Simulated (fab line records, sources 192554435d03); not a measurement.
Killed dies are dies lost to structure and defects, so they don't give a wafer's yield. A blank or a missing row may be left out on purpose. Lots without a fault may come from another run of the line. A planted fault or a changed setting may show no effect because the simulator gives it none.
A struck lot beside a sound one | flow n5_finfet | 16 steps out of a route of 1938
Sound: wafers L146.2, L146.3, L146.5. Struck: wafers L161.1, L161.2. (L161.5 of the same lot was not struck and is left out.) The cause comes at the end.
At each step with rows: each side's tool, then ch and its chambers, then its first start. Under that, the readings that differ: sound wafers | struck wafers | difference of the means | sigmas: that difference in standard deviations of wafers without a fault.
alike: readings whose means differ by less than 2 such deviations, and words and numbers that are the same on both sides. not compared: withheld readings, readings that some wafer has no value for, bounds like >300 that may hide the same value, and numbers for which the record gives no deviation and whose values overlap.
The two part at a step that has a row with sigmas, a row that says differs or no value, or rows on one side only. Numbers that don't overlap but have no deviation are shown without sigmas and don't part them. A reading that every wafer of one side lacks parts them only if that side has two wafers or more.

first, 8 steps without rows for these wafers: N5_BEOL_M0_SAQP_COAT_72 (time 60 s, resist thk 15 nm); N5_BEOL_M0_SAQP_COAT_87 (time 60 s, resist thk 5 nm); N5_BEOL_M0_SAQP_COAT_34 (resist thk 30 nm); N5_BEOL_M0_SAQP_EBR_36; N5_BEOL_M0_SAQP_SOFTBAKE_35 (time 60 s); N5_BEOL_M0_SAQP_EXPOSE_37 (exposes mask M0 CUT1, target cd 30 nm); N5_BEOL_M0_SAQP_PEB_38 (peb time 60 s); N5_BEOL_M0_SAQP_DEVELOP_39 (develop time 30 s).
N5_BEOL_M0_SAQP_CD_MEAS_40: target cd 30 nm.
  sound on cd_sem-02 ch 0, day 6 04:26; struck on cd_sem-01 ch 0, day 9 20:38
  alike: cd_nm
N5_BEOL_M0_SAQP_OVL_MEAS_41:
  sound on overlay-02 ch 0, day 6 04:28; struck on overlay-01 ch 0, day 9 20:40
  alike: M0_CUT1_OVL
N5_BEOL_M0_SAQP_INSPECT_42: inspects for defects (brightfield).
  sound on defect_inspect-01, day 6 04:31; struck on defect_inspect-02, day 9 20:44
  alike: raw_defect_count
N5_BEOL_M0_SAQP_DESCUM_45: chemistry O2, time 7 s.
  sound on rie_diel-06 ch 1,3, day 6 04:33; struck on rie_diel-06 ch 0,3, day 9 20:46
  alike: drypump_motor_current_A, o2_flow_sccm, oes_product_au, rf_vpp_V, showerhead_plenum_p_Torr, throttle_valve_pct
  not compared: rf_hours_counter_h
N5_BEOL_M0_SAQP_ETCH_88: etches underlayer in N2/H2, target depth 6.5 nm, time 5.2 s.
  sound on rie_diel-06 ch 1,3, day 6 04:35; struck on rie_diel-06 ch 0,3, day 9 20:48
  reading               | sound          | struck    | difference | sigmas
  etch_rf_on_time_s (s) | 4.94 5.40 4.96 | 3.26 3.24 | -1.85      | -12
  oes_product_au (a.u.) | 0.69 0.77 0.68 | 0.84 0.87 | +0.14      | +2
  alike: drypump_motor_current_A, rf_vpp_V, showerhead_plenum_p_Torr, throttle_valve_pct
  not compared: rf_hours_counter_h
N5_BEOL_M0_SAQP_ETCH_73: etches SiARC in CF4, target depth 19.5 nm, time 32.5 s.
  sound on rie_diel-06 ch 1,3, day 6 04:36; struck on rie_diel-06 ch 0,3, day 9 20:49
  alike: drypump_motor_current_A, etch_rf_on_time_s, oes_product_au, rf_vpp_V, showerhead_plenum_p_Torr, throttle_valve_pct
  not compared: rf_hours_counter_h
-- the record jumps here: 2 days lie between the struck wafers' starts before and after (it left off in module BEOL_M0_SAQP and takes up again in module BEOL_M4, whose first step shown is number 1111 of the route) --
N5_BEOL_M4_RC_MEAS_101:
  sound on prober-01 ch 0, day 8 06:49; struck on prober-02 ch 0, day 12 07:00
  reading       | sound       | struck  | difference | sigmas
  ION_N (uA/um) | 687 643 653 | 700 679 | +28        | +2
  ION_P (uA/um) | 465 447 455 | 485 473 | +23        | +3
  alike: DIBL_N, DIBL_P, IOFF_N, IOFF_P, SS_N, SS_P, VT_N, VT_P
-- the record jumps here: 4 days lie between the struck wafers' starts before and after (it left off in module BEOL_M4 and takes up again in module PASSIVATION, whose first step shown is number 1936 of the route) --
N5_PASSIVATION_PROBE_49:
  sound on prober-02, day 12 00:12; struck on prober-01, day 16 09:22
  reading              | sound    | struck | difference | sigmas
  killed_on_rim        | 9 8 5    | 16 19  | +10        | +2
  sort_bin_8_speed (%) | 0 0.25 0 | 0 0    | +0         | -2
  alike: defect_limited_yield, killed_at_M0_to_M3, killed_at_M4_up, killed_at_contacts, killed_at_front_end, killed_at_other, killed_dies, killed_open, killed_short, sort_bin_5_function, sort_bin_6_memory, sort_n_pass, sort_yield_pct

WHERE THEY PART
First at N5_BEOL_M0_SAQP_ETCH_88; last, within this record, at N5_PASSIVATION_PROBE_49.

WHY: what the simulator had put in
Process parameter drift: rie_diel-06, from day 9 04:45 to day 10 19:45, at N5_BEOL_M0_SAQP_ETCH_88. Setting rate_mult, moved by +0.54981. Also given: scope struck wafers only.
